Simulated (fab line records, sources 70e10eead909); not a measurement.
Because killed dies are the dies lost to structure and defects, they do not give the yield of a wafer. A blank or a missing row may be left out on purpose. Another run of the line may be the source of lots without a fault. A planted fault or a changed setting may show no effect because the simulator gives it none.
fab line records ; flow nand_harc
record lots=12; wafers=36; last_day=24
route steps=1159 shown P_M2@340 END@1159
lots with no fault: from the same line, run without faults
start_h: the number of hours between the record's first day and the start of the first shown wafer of the lot ; wait_h: hours since the lot's step before ; " unchanged from the row above ; L1.1+2: a single row standing in for several wafers ; - no value, or no start was given ; * or withheld: withheld ; < > ~ a bound
route shown NAME@n: a module of which the file shows steps, and the number in the route of the first ; usual: mean/standard deviation taken from wafers without a fault ; same: alike in all rows ; chamber/n: place in a boat ; sites: each site's reading ; _std_site: the standard deviation of these ; _edge_site: inner sites' mean taken away from outer sites' mean ; radius_mm: how far each site lies from the wafer's centre ; mask NAME#n: copy n ; behind: tool/chamber where the wafer was last shaped ; hold: cause of the lot's hold/its duration in hours/its outcome ; device: which transistor (n, p or np) failed to switch ; end of line: the route-end tests of the same wafers ; where a step has no rows: the recipe by itself ; killed: count of dies lost to structure and defects at first sort (not the wafer's yield) ; map: dies across one wafer; x = killed, . = not, _ = none there
set.NAME: the run value of the setting; set.NAME@STEP: its run value at that earlier step ; model.NAME: the simulator's own value behind a step, which no gauge read
one table for each step of the route and one row for each wafer, over a sample of lots
services: a tool's chamber out of use, with start hour (start_h, from the record's first day; less than 0 if before it), hours out, and reason
## steps
# step NHARC_P_M2_PVD_20
# recipe target_thk_a=50; bias_v=168.6; power_w=15000; chamber_pressure_pa=0.12; time_s=8.06; substrate_temp_c=50; material=TaN
# usual throttle_valve_pct=30.6/0.77
lot.wafer;tool;chamber;start_h;wait_h;throttle_valve_pct
L989.4;pvd_sputter-02;-;-;-;29.9
L989.1;pvd_sputter-02;-;-;-;29.2
L989.6;pvd_sputter-02;-;-;-;31.3
L992.1;pvd_sputter-02;-;-;-;29.2
L992.2;pvd_sputter-02;-;-;-;31.6
L992.6;pvd_sputter-02;-;-;-;29.3
L993.2;pvd_sputter-02;-;-;-;31.5
L993.1;pvd_sputter-02;-;-;-;31.4
L993.3;pvd_sputter-02;-;-;-;29.9
L997.1;pvd_sputter-03;-;-;-;30.8
L997.5;pvd_sputter-03;-;-;-;30.4
L997.6;pvd_sputter-03;-;-;-;31.6
L999.3;pvd_sputter-02;-;-;-;31.4
L999.5;pvd_sputter-02;-;-;-;31.4
L999.6;pvd_sputter-02;-;-;-;31.0
L100.3;pvd_sputter-03;-;-;-;31.0
L100.1;pvd_sputter-03;-;-;-;31.7
L100.5;pvd_sputter-03;-;-;-;29.7
L101.1;pvd_sputter-03;-;-;-;30.9
L101.2;pvd_sputter-03;-;-;-;29.9
L101.4;pvd_sputter-03;-;-;-;30.5
L104.3;pvd_sputter-03;-;-;-;29.7
L104.4;pvd_sputter-03;-;-;-;30.3
L104.5;pvd_sputter-03;-;-;-;31.7
L103.3;pvd_sputter-01;-;-;-;31.1
L103.1;pvd_sputter-01;-;-;-;30.3
L103.4;pvd_sputter-01;-;-;-;30.3
L106.3;pvd_sputter-03;-;-;-;31.9
L106.1;pvd_sputter-03;-;-;-;30.7
L106.2;pvd_sputter-03;-;-;-;30.0
L110.3;pvd_sputter-01;-;-;-;30.8
L110.1;pvd_sputter-01;-;-;-;30.8
L110.2;pvd_sputter-01;-;-;-;30.1
L112.4;pvd_sputter-03;-;-;-;30.7
L112.1;pvd_sputter-03;-;-;-;29.3
L112.5;pvd_sputter-03;-;-;-;31.4
# step NHARC_P_M2_ECD_22
# recipe target_thk_a=4000; bath_temp_c=25; material=Cu
lot.wafer;tool;chamber;start_h;wait_h
L989.1+4+6;ecd_cu-02;0,1,1;131.62;-
L992.2+1+6;ecd_cu-02;1,0,1;144.09;-
L993.2+1+3;ecd_cu-01;1,0,0;146.61;-
L997.1+6+5;ecd_cu-02;0,1,0;176.12;-
L999.3+6+5;ecd_cu-02;0,0,1;179.82;-
L100.1+3+5;ecd_cu-01;1;204.51;-
L101.1+2+4;ecd_cu-01;1,0,1;205.10;-
L104.4+3+5;ecd_cu-01;0,1,0;214.61;-
L103.1+3+4;ecd_cu-01;1,0,1;215.63;-
L106.1+2+3;ecd_cu-01;0,1,1;227.10;-
L110.1+2+3;ecd_cu-01;0,1,1;255.10;-
L112.1+4+5;ecd_cu-01;1,0,0;264.99;-
# step NHARC_P_M2_CMP_23
# recipe t_overpolish_s=20; target_thk_nm=144.3
# usual edge_zone_pressure_frac=1.001/0.0051; motor_current_A=12.1/1.1; time_to_endpoint_s=29.4/2.2
lot.wafer;tool;chamber;start_h;wait_h;edge_zone_pressure_frac;motor_current_A;time_to_endpoint_s
L989.1;cmp-01;0;132.40;-;0.989;12.4;24.8
L989.4;cmp-01;1;132.40;-;1.001;12.0;25.5
L989.6;cmp-01;2;132.40;-;0.999;11.5;26.0
L992.2;cmp-02;2;144.85;-;0.998;10.2;27.6
L992.1;cmp-02;3;144.85;-;0.996;14.7;27.7
L992.6;cmp-02;1;144.85;-;1.008;13.0;27.7
L993.2;cmp-04;1;147.36;-;1.006;11.5;32.4
L993.1;cmp-04;2;147.36;-;0.996;11.4;31.3
L993.3;cmp-04;3;147.36;-;1.001;13.1;29.0
L997.1;cmp-02;3;176.78;-;0.997;13.7;13.7
L997.5;cmp-02;3;176.78;-;1.000;14.0;14.8
L997.6;cmp-02;0;176.78;-;1.009;13.6;27.2
L999.3;cmp-02;1;180.53;-;1.000;12.5;13.7
L999.5;cmp-02;2;180.53;-;1.003;10.3;28.1
L999.6;cmp-02;3;180.53;-;1.002;14.0;10.8
L100.3;cmp-01;0;205.26;-;1.002;12.2;30.2
L100.1;cmp-01;2;205.26;-;1.010;12.0;28.4
L100.5;cmp-01;3;205.26;-;0.999;10.8;29.7
L101.4;cmp-02;1;205.85;-;1.002;13.0;30.0
L101.2;cmp-02;2;205.85;-;0.994;9.6;30.1
L101.1;cmp-02;3;205.85;-;1.001;13.7;30.1
L104.3;cmp-01;3;215.23;-;1.007;10.5;31.1
L104.4;cmp-01;2;215.23;-;1.003;11.5;32.7
L104.5;cmp-01;0;215.23;-;0.989;13.0;32.7
L103.3;cmp-02;3;216.30;-;1.004;13.8;29.8
L103.1;cmp-02;0;216.30;-;0.997;12.3;29.4
L103.4;cmp-02;1;216.30;-;1.003;12.7;30.0
L106.1;cmp-01;0;227.85;-;1.004;11.8;27.6
L106.3;cmp-01;1;227.85;-;1.004;12.0;27.4
L106.2;cmp-01;2;227.85;-;1.008;12.6;26.8
L110.3;cmp-02;1;255.82;-;0.998;12.0;27.5
L110.1;cmp-02;2;255.82;-;1.007;10.0;25.8
L110.2;cmp-02;0;255.82;-;1.004;13.5;28.4
L112.1;cmp-01;2;265.79;-;1.005;11.2;30.6
L112.4;cmp-01;3;265.79;-;1.003;11.1;28.9
L112.5;cmp-01;2;265.79;-;1.000;11.2;27.6
# step NHARC_P_M2_PRE_CLEAN_32
# recipe time_s=12; temp_c=370; rf_power_w=300; gas=NH3
# usual heater_power_w=667/73; rf_fwd_power_W=292.4/0.88
lot.wafer;tool;chamber;start_h;wait_h;heater_power_w;rf_fwd_power_W
L989.1;pecvd-03;0;132.90;0.1;696;291.0
L989.6;pecvd-03;2;132.90;0.1;718;292.6
L989.4;pecvd-03;0;132.90;0.1;698;292.6
L992.2;pecvd-03;0;145.35;0.1;670;291.5
L992.1;pecvd-03;2;145.35;0.1;739;292.2
L992.6;pecvd-03;2;145.35;0.1;747;291.1
L993.2;pecvd-03;2;147.90;0.1;746;292.2
L993.3;pecvd-03;0;147.90;0.1;703;294.0
L993.1;pecvd-03;1;147.90;0.1;552;292.5
L997.1;pecvd-03;2;177.32;0.1;731;292.6
L997.5;pecvd-03;0;177.32;0.1;697;291.5
L997.6;pecvd-03;1;177.32;0.1;582;293.7
L999.3;pecvd-02;1;180.98;0.1;649;291.8
L999.5;pecvd-02;2;180.98;0.1;546;292.7
L999.6;pecvd-02;0;180.98;0.1;623;292.3
L100.1;pecvd-02;1;206.23;0.5;648;291.9
L100.3;pecvd-02;2;206.23;0.5;503;292.6
L100.5;pecvd-02;1;206.23;0.5;644;292.1
L101.2;pecvd-01;0;206.39;0.1;732;291.5
L101.1;pecvd-01;1;206.39;0.1;700;292.3
L101.4;pecvd-01;0;206.39;0.1;730;291.7
L104.3;pecvd-03;1;215.77;0.1;600;291.8
L104.4;pecvd-03;1;215.77;0.1;591;293.0
L104.5;pecvd-03;0;215.77;0.1;666;294.2
L103.1;pecvd-02;1;216.86;0.1;672;291.5
L103.3;pecvd-02;2;216.86;0.1;496;291.6
L103.4;pecvd-02;0;216.86;0.1;715;290.5
L106.2;pecvd-01;1;228.36;0.1;763;294.2
L106.1;pecvd-01;2;228.36;0.1;686;291.5
L106.3;pecvd-01;0;228.36;0.1;641;292.7
L110.3;pecvd-01;2;256.35;0.1;721;290.9
L110.2;pecvd-01;0;256.35;0.1;712;293.0
L110.1;pecvd-01;1;256.35;0.1;716;292.9
L112.1;pecvd-01;2;266.35;0.1;686;291.9
L112.5;pecvd-01;2;266.35;0.1;679;292.4
L112.4;pecvd-01;1;266.35;0.1;692;291.1
# step NHARC_P_M2_DEP_33
# recipe target_thk_a=300; temp_c=370; target_thk_nm=30; pressure_torr=3; flow_sccm=200; rf_w=450; material=SiCN
# usual heater_power_w=616/78; rf_fwd_power_W=449.0/1.4
lot.wafer;tool;chamber;start_h;wait_h;heater_power_w;rf_fwd_power_W
L989.1;pecvd-03;0;133.01;0.1;661;448.6
L989.6;pecvd-03;2;133.01;0.1;678;447.6
L989.4;pecvd-03;0;133.01;0.1;681;447.6
L992.2;pecvd-03;0;145.43;0.1;599;451.1
L992.1;pecvd-03;2;145.43;0.1;648;449.1
L992.6;pecvd-03;2;145.43;0.1;657;447.7
L993.2;pecvd-03;2;147.98;0.1;707;449.4
L993.3;pecvd-03;0;147.98;0.1;651;449.0
L993.1;pecvd-03;1;147.98;0.1;560;449.3
L997.1;pecvd-03;2;177.40;0.1;694;445.4
L997.5;pecvd-03;0;177.40;0.1;574;448.7
L997.6;pecvd-03;1;177.40;0.1;577;449.9
L999.3;pecvd-02;1;181.06;0.1;604;449.0
L999.5;pecvd-02;2;181.06;0.1;472;449.4
L999.6;pecvd-02;0;181.06;0.1;714;450.7
L100.1;pecvd-02;1;206.39;0.1;619;449.2
L100.3;pecvd-02;2;206.39;0.1;452;448.4
L100.5;pecvd-02;1;206.39;0.1;638;450.3
L101.2;pecvd-01;0;206.50;0.1;608;447.3
L101.1;pecvd-01;1;206.50;0.1;715;448.1
L101.4;pecvd-01;0;206.50;0.1;605;446.2
L104.3;pecvd-03;1;215.85;0.1;574;449.9
L104.4;pecvd-03;1;215.85;0.1;567;448.9
L104.5;pecvd-03;0;215.85;0.1;630;448.6
L103.1;pecvd-02;1;216.96;0.1;597;446.2
L103.3;pecvd-02;2;216.96;0.1;423;449.6
L103.4;pecvd-02;0;216.96;0.1;604;447.5
L106.2;pecvd-01;1;228.44;0.1;668;449.5
L106.1;pecvd-01;2;228.44;0.1;686;449.0
L106.3;pecvd-01;0;228.44;0.1;589;447.1
L110.3;pecvd-01;2;256.43;0.1;726;451.0
L110.2;pecvd-01;0;256.43;0.1;655;448.6
L110.1;pecvd-01;1;256.43;0.1;622;447.4
L112.1;pecvd-01;2;266.42;0.1;711;448.8
L112.5;pecvd-01;2;266.42;0.1;705;446.8
L112.4;pecvd-01;1;266.42;0.1;581;449.5
# step NHARC_END_SORT_01
# recipe temp_c=25
# usual defect_limited_yield=95.4/1.5; killed_at_array=26/9.6; killed_at_other=0.7/0.92; killed_at_periphery=3.8/2.7; killed_dies=31/10; killed_open=3.3/1.7; killed_short=1.8/1.3; sort_bin_2_pct=1.4/0.62; sort_bin_3_pct=0.23/0.21; sort_bin_4_pct=2.9/0.95; sort_n_pass=646/10; sort_rim_yield_pct=94/3.2; sort_yield_pct=95.4/1.5
# same gross_dies=677; sort_bin_5_pct[%]=0; sort_bin_6_pct[%]=0; sort_bin_7_pct[%]=0; sort_bin_8_pct[%]=0; sort_rim_n_gross=106.00
lot.wafer;tool;chamber;start_h;wait_h;defect_limited_yield[%];killed_at_array;killed_at_other;killed_at_periphery;killed_dies;killed_open;killed_short;sort_bin_2_pct[%];sort_bin_3_pct[%];sort_bin_4_pct[%];sort_n_pass;sort_rim_yield_pct[%];sort_yield_pct[%]
L999.3;prober-02;0;487.72;3.1;95.6;27;0;3;30;0;1;1.5;0.30;2.7;647;96;95.6
L999.5;prober-02;0;489.34;3.7;95.0;29;0;5;34;4;1;1.9;0.44;2.7;643;97;95.0
L999.6;prober-02;0;490.16;4.1;94.8;33;0;2;35;2;1;1.9;0.30;3.0;642;92;94.8
# killed by level:class
L999.3 A_CHANNEL_HOLE_D1:chamber_film_flake=16 A_SLIT:chamber_film_flake=8 A_ZERO_WELL:chamber_film_flake=3 P_GATE:geometric_particle:short=1 P_ZERO_WELL:chamber_film_flake=1 P_GATE:chamber_film_flake=1
L999.5 A_CHANNEL_HOLE_D1:chamber_film_flake=18 A_SLIT:chamber_film_flake=6 P_GATE:geometric_particle:open=2 P_GATE:chamber_film_flake=2 P_CONTACT:geometric_particle:open=1 A_WL_FILL:geometric_particle:short=1 A_CONTACT:geometric_particle:open=1 A_STAIRCASE:chamber_film_flake=1
L999.6 A_CHANNEL_HOLE_D1:chamber_film_flake=15 A_SLIT:chamber_film_flake=9 A_ZERO_WELL:chamber_film_flake=3 A_SGD_CUT:chamber_film_flake=2 P_M0:geometric_particle:open=1 A_ONON_D1:geometric_particle:open=1 A_CHANNEL_FILL_D1:geometric_particle:short=1 P_GATE:chamber_film_flake=1
## services
tool;chamber;start_h;hours;kind
pecvd-03;-;111.50;13.0;pm
pecvd-02;1;114.43;6.6;repair
pecvd-02;2;128.28;6.7;repair
cmp-02;-;128.50;4.0;pm
cmp-02;-;134.29;1.5;repair
cmp-02;-;145.79;3.1;repair
ecd_cu-01;-;150.39;1.9;repair
pecvd-02;-;153.00;13.0;pm
cmp-02;-;173.00;0.4;repair
cmp-01;-;179.57;4.0;pm
ecd_cu-02;-;180.02;8.0;pm
pecvd-02;-;186.64;0.7;repair
ecd_cu-01;-;195.23;9.1;repair
pvd_sputter-02;-;195.66;9.3;repair
cmp-02;-;195.89;4.7;repair
pecvd-02;2;207.89;5.6;repair
pecvd-01;0;212.95;4.2;repair
pvd_sputter-02;-;214.04;10.0;pm
cmp-01;-;219.08;0.4;repair
cmp-02;-;226.50;4.0;pm
cmp-01;-;228.56;0.8;repair
cmp-02;-;233.37;2.2;repair
pecvd-01;-;237.00;13.0;pm
pvd_sputter-02;-;249.42;1.5;repair
## key
first_sign step=NHARC_P_M2_CMP_23; reading=time_to_endpoint_s; direction=down; sigmas=7.4; usual=*; struck=*
effect none on later readings
met_at NHARC_P_M2_ECD_22
struck_lots L997,L999
struck_wafers L997.1,L997.5,L999.3,L999.6
not_acting_at NHARC_P_M2_PVD_20,NHARC_P_M2_PRE_CLEAN_32,NHARC_P_M2_DEP_33
onset_between 144.09 176.12
fault kind=process_parameter_drift; tool=ecd_cu-02; chamber=0; onset_h=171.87; steps=NHARC_P_M2_ECD_22; channel=target_thk_a; offset=*; shape=step; acts_in=*; stated=*
